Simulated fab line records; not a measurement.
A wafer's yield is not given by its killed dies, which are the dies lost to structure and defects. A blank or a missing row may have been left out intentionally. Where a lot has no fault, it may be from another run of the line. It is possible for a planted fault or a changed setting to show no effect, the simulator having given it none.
A struck lot beside a sound one    flow n5-finfet    41 steps out of a route of 1938
Sound: the wafers L323.3, L323.4, L323.6. Struck: wafer L338.2 (left out: L338.1, L338.3 of the same lot, which were not struck); the cause appears at the end.
For every step that has rows: the tool of each side, followed by ch and its chambers, followed by its first start. Under that, the readings that differ: sound wafers    struck wafers    difference of the means    sigmas: that difference in standard deviations of wafers without a fault.
alike: same words and numbers on both sides, and readings whose means sit less than 2 such deviations apart. not compared: any withheld reading, any reading some wafer has no value for, any bound like >300 that may hide the same value, and any number with overlapping values for which the record gives no deviation.
Wherever a step has rows on one side only, a row that says differs or no value, or a row with sigmas, the two part there. Numbers that have no deviation but don't overlap get no sigmas and don't part them. A reading that every wafer of one side lacks parts them only if that side has two wafers or more.

first, 9 steps without rows for these wafers: N5_BEOL_M4_ANNEAL_95 (time 240 s); N5_BEOL_M4_SPUTTER_96 (material Cu, target thk 4.5 nm, time 8.29 s); N5_BEOL_M4_ECD_50 (material Cu, target thk 300 nm); N5_BEOL_M4_ANNEAL_51 (time 90 s); N5_BEOL_M4_CMP_52 (polishes, stops on SiOC, t overpolish 6.8 s, target thk 40 nm); N5_BEOL_M4_PRE_CLEAN_60 (time 15 s); N5_BEOL_M4_CO_CAP_55 (material Co, precursor CCTBA/H2, target thk 2 nm, time 102.1 s); N5_BEOL_M4_PRE_CLEAN_56 (time 15 s); N5_BEOL_M4_DEP_57 (deposits SiCN from 3MS/NH3, target thk 8 nm, time 14 s).
N5_BEOL_M4_RC_MEAS_101:
  sound on prober-01 ch 0, day 9 16:58; struck on prober-01 ch 0, day 13 19:06
  alike: DIBL_N, DIBL_P, IOFF_N, IOFF_P, ION_N, ION_P, SS_N, SS_P, VT_N, VT_P
then, 24 steps without rows for these wafers: N5_BEOL_M5_ILD_DEP_00 (deposits SiCOH lowk from DEMS/porogen, target thk 140.64 nm, time 25.9 s); N5_BEOL_M5_CURE_79 (cures SiCOH lowk, time 240 s); N5_BEOL_M5_PECVD_70 (deposits SiO2 from TEOS/O2, target thk 16 nm, time 18 s); N5_BEOL_M5_HM_DEP_02 (deposits TiN, target thk 20 nm); N5_BEOL_M5_COAT_59 (time 60 s, resist thk 60 nm); N5_BEOL_M5_COAT_60 (time 60 s, resist thk 12 nm); N5_BEOL_M5_COAT_71 (time 60 s, resist thk 5 nm); N5_BEOL_M5_COAT_05 (resist thk 30 nm); N5_BEOL_M5_EBR_07; N5_BEOL_M5_SOFTBAKE_06 (time 60 s); N5_BEOL_M5_EXPOSE_08 (exposes mask M5, target cd 28 nm); N5_BEOL_M5_PEB_09 (peb time 60 s); N5_BEOL_M5_DEVELOP_10 (develop time 30 s); N5_BEOL_M5_DESCUM_16 (chemistry O2, time 7 s); N5_BEOL_M5_ETCH_72 (etches underlayer in N2/H2, target depth 6.5 nm, time 5.2 s); N5_BEOL_M5_ETCH_61 (etches SiARC in CF4, target depth 15.6 nm, time 26 s); N5_BEOL_M5_ETCH_62 (etches SOC in N2/H2, target depth 75 nm, overetch 15 nm, time 112.5 s); N5_BEOL_M5_STRIP_63 (strips in N2/H2); N5_BEOL_M5_STRIP_73 (strips in N2/H2); N5_BEOL_M5_STRIP_64 (strips in CF4); N5_BEOL_M5_HM_OPEN_17 (chemistry Cl2/BCl3, target TiN, target depth 20 nm, overetch 6 nm); N5_BEOL_M5_STRIP_19 (strips in O2); N5_BEOL_M5_COAT_65 (time 60 s, resist thk 60 nm); N5_BEOL_M5_COAT_66 (time 60 s, resist thk 12 nm).
N5_BEOL_M7_TRENCH_ETCH_37: etches SiCOH lowk in C4F6/O2, target depth 93.478 nm, time 31.2 s.
  sound on rie-diel-06 ch 0,1,3, day 10 23:15; struck on rie-diel-06 ch 3, day 15 03:39
reading                                     sound             struck  difference  sigmas
oes-product-au (a.u.)                       0.71 0.79 0.67    0.94    +0.22       +3
model.BEOL_M7.feature-depth-nm (nm)         90.2 93.8 91.6    146     +54         
model.etch.depth-nm (nm)                    90.1 93.74 91.54  146     +54         
model.TiN_of_BEOL_M7_HM_DEP_02.thk-nm (nm)  17.8 17.4 17.2    15.8    -1.7        
  alike: drypump-motor-current-A, oes_o_777_au, rf-vpp-V, showerhead-plenum-p-Torr, throttle-valve-pct
  not compared: rf-hours-counter-h
N5_BEOL_M7_OCD_MEAS_38:
  sound on ocd-01, day 10 23:25; struck on ocd-01, day 15 03:48
reading               sound           struck  difference  sigmas
trench-depth-nm (nm)  90.5 93.7 91.5  145.7   +53.8       +28
N5_BEOL_M7_CMP_52: polishes, stops on SiCOH lowk, t overpolish 6.9 s, target thk 80 nm.
  sound on cmp-01 ch 1,3, day 11 01:59; struck on cmp-02 ch 1, day 15 07:19
reading                                 sound              struck  difference  sigmas
clearing-platen-down-force-psi (psi)    1.502 1.506 1.504  1.495   -0.009      -3
model.Cu_of_BEOL_M7_ECD_50.thk-nm (nm)  75.8 80.2 77.6     131.2   +53.3       
  alike: motor-current-A
N5_BEOL_M7_THK_MEAS_53: measures by xrf.
  sound on film-metro-02, day 11 02:14; struck on film-metro-01, day 15 07:35
reading      sound           struck  difference  sigmas
M7_THK (nm)  77.8 81.9 79.9  135.1   +55.2       +26
N5_BEOL_M7_RS_MEAS_57: measures by four-point-probe.
  sound on film-metro-01, day 11 02:22; struck on film-metro-01, day 15 07:44
reading         sound              struck  difference  sigmas
M7_RS (ohm/sq)  0.304 0.286 0.296  0.163   -0.132      -15
-- record jumps: 3 days separate the struck wafers' starts on either side; left off in module BEOL_M7, taken up again in module BEOL_M15, whose first shown step is the route's number 1830 --
N5_BEOL_M15_RC_MEAS_101:
  sound on prober-02 ch 0, day 13 18:20; struck on prober-01 ch 0, day 18 04:29
reading                    sound                    struck   difference  sigmas
COMB_M8_max_site (S/m)     4.8e-11 4.5e-11 4.1e-11  2.5e-11  -2.0e-11    -2
SERP_M12 (ohm/um)          0.662 0.657 0.666        0.604    -0.058      -3
SERP_M7 (ohm/um)           14.9 14.2 15.1           7.7      -7.0        -11
SERP_M7_max_site (ohm/um)  15.5 15.0 15.7           7.9      -7.5        -11
SERP_M9 (ohm/um)           3.06 2.86 2.88           3.15     +0.22       +2
  alike: COMB_M10, COMB_M11, COMB_M12, COMB_M13, COMB_M14, COMB_M15, COMB_M5, COMB_M6, COMB_M8, COMB_M9, SERP_M10, SERP_M11, SERP_M13, SERP_M14, SERP_M14_max_site, SERP_M5, SERP_M6, SERP_M8
N5_PASSIVATION_PROBE_49:
  rows exist in the record for the struck wafers here (prober-01, day 18 17:20), but not for the sound ones

WHERE THEY PART
Last at N5_PASSIVATION_PROBE_49 as far as this record goes, first at N5_BEOL_M7_TRENCH_ETCH_37.

WHY: what had been put in by the simulator
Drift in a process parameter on rie-diel-06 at N5_BEOL_M7_TRENCH_ETCH_37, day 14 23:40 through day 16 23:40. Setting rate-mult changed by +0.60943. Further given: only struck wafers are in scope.
